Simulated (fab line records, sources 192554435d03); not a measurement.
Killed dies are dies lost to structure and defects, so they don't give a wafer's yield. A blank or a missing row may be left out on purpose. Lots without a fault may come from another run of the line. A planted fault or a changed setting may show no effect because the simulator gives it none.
Which tool did it? | flow n5_finfet | 9 lots, 27 wafers sampled, at 5 steps of a route of 1938

WHAT THE GAUGES READ, wafer by wafer
N5_HKMG_FIN_CD_MEAS_12: target cd 92.8 nm.
lot  | measured    | on        | cd_nm (nm)
L724 | day 4 02:59 | cd_sem-01 | 92.5 92.6 93.9
L726 | day 4 20:05 | cd_sem-01 | 93.6 93.9 94.0
L728 | day 5 04:19 | cd_sem-02 | 92.8 92.7 93.3
L735 | day 6 21:55 | cd_sem-02 | 93.0 92.9 92.8
L737 | day 7 08:47 | cd_sem-02 | 93.0 92.9 93.3
L738 | day 7 15:22 | cd_sem-01 | 99.7 98.5 99.3
L742 | day 8 12:56 | cd_sem-03 | 93.1 93.4 93.9
L744 | day 9 02:24 | cd_sem-01 | 97.5 97.8 97.5
L747 | day 9 23:08 | cd_sem-02 | 92.2 92.2 92.7

WHICH TOOL RAN EACH LOT (tool, then ch and the chambers of the sampled wafers, then the start)
lot  | N5_HKMG_FIN_ETCH_55               | N5_HKMG_FIN_STRIP_93              | N5_HKMG_FIN_ALD_79                 | N5_HKMG_FIN_EXPOSE_09
L724 | rie_diel-02 ch 2,3, day 3 23:46   | rie_diel-02 ch 2,3, day 4 00:24   | ald_metal-03 ch 0,1, day 4 01:02   | arfi_scanner-01 ch 0, day 4 02:51
L726 | rie_diel-04 ch 0,2,3, day 4 16:16 | rie_diel-04 ch 0,2,3, day 4 16:51 | ald_metal-03 ch 0,1, day 4 17:28   | arfi_scanner-02 ch 0, day 4 19:58
L728 | rie_diel-04 ch 1,3, day 5 01:00   | rie_diel-04 ch 1,3, day 5 01:38   | ald_metal-03 ch 0,2,3, day 5 02:16 | arfi_scanner-02 ch 0, day 5 04:11
L735 | rie_diel-02 ch 0,1,3, day 6 18:40 | rie_diel-02 ch 0,1,3, day 6 19:18 | ald_metal-04 ch 1,2,3, day 6 19:56 | arfi_scanner-01 ch 0, day 6 21:47
L737 | rie_diel-02 ch 1,2, day 7 05:31   | rie_diel-02 ch 1,2, day 7 06:09   | ald_metal-04 ch 1,2,3, day 7 06:47 | arfi_scanner-01 ch 0, day 7 08:40
L738 | rie_diel-02 ch 0,1,2, day 7 12:16 | rie_diel-02 ch 0,1,2, day 7 12:53 | ald_metal-04 ch 0,2,3, day 7 13:34 | arfi_scanner-01 ch 0, day 7 15:14
L742 | rie_diel-04 ch 0,1,3, day 8 09:44 | rie_diel-04 ch 0,1,3, day 8 10:22 | ald_metal-02 ch 1,2,3, day 8 11:00 | arfi_scanner-02 ch 0, day 8 12:49
L744 | rie_diel-04 ch 0,1,3, day 8 23:12 | rie_diel-04 ch 0,1,3, day 8 23:50 | ald_metal-04 ch 0,1,2, day 9 00:28 | arfi_scanner-01 ch 0, day 9 02:16
L747 | rie_diel-02 ch 1,2,3, day 9 19:57 | rie_diel-02 ch 1,2,3, day 9 20:35 | ald_metal-04 ch 0,3, day 9 21:13   | arfi_scanner-02 ch 0, day 9 23:01
- N5_HKMG_FIN_ETCH_55: etches SOC in N2/H2, target depth 240 nm, time 300 s.
- N5_HKMG_FIN_STRIP_93: strips SOC in N2/H2, time 20 s.
- N5_HKMG_FIN_ALD_79: deposits TiN, target thk 1.5 nm, pulse time 1 s, purge time 3 s.
- N5_HKMG_FIN_EXPOSE_09: exposes mask NWFM.

THE ANSWER, worked out from the rows above alone
Rule: what is usual is taken from the lots themselves. Put in order of their means at a reading, lots are off if they are a third of the lots or fewer, leave a main group of 4 or more, and stand apart from it by a gap of 3 or more times the standard deviation of the main group's means; of several such gaps the widest counts. A main group whose means are all the same, to the digits that the tables above print for the reading, isn't used. A lot without any number at a reading at which 4 lots or more have one is off too. The other lots that the step has rows for count as sound.
Off: L738, L744, at N5_HKMG_FIN_CD_MEAS_12 (cd_nm). The main group: mean 93.1 nm, standard deviation 0.43.
A tool fits if, at a process step before that reading, it ran every lot that is off, and no sound lot after the first of them. The gauges at N5_HKMG_FIN_CD_MEAS_12 are tried like those tools. Can't be told from this: 2 tools fit, arfi_scanner-01 at N5_HKMG_FIN_EXPOSE_09, cd_sem-01 at N5_HKMG_FIN_CD_MEAS_12.

WHAT THE SIMULATOR HAD PUT IN
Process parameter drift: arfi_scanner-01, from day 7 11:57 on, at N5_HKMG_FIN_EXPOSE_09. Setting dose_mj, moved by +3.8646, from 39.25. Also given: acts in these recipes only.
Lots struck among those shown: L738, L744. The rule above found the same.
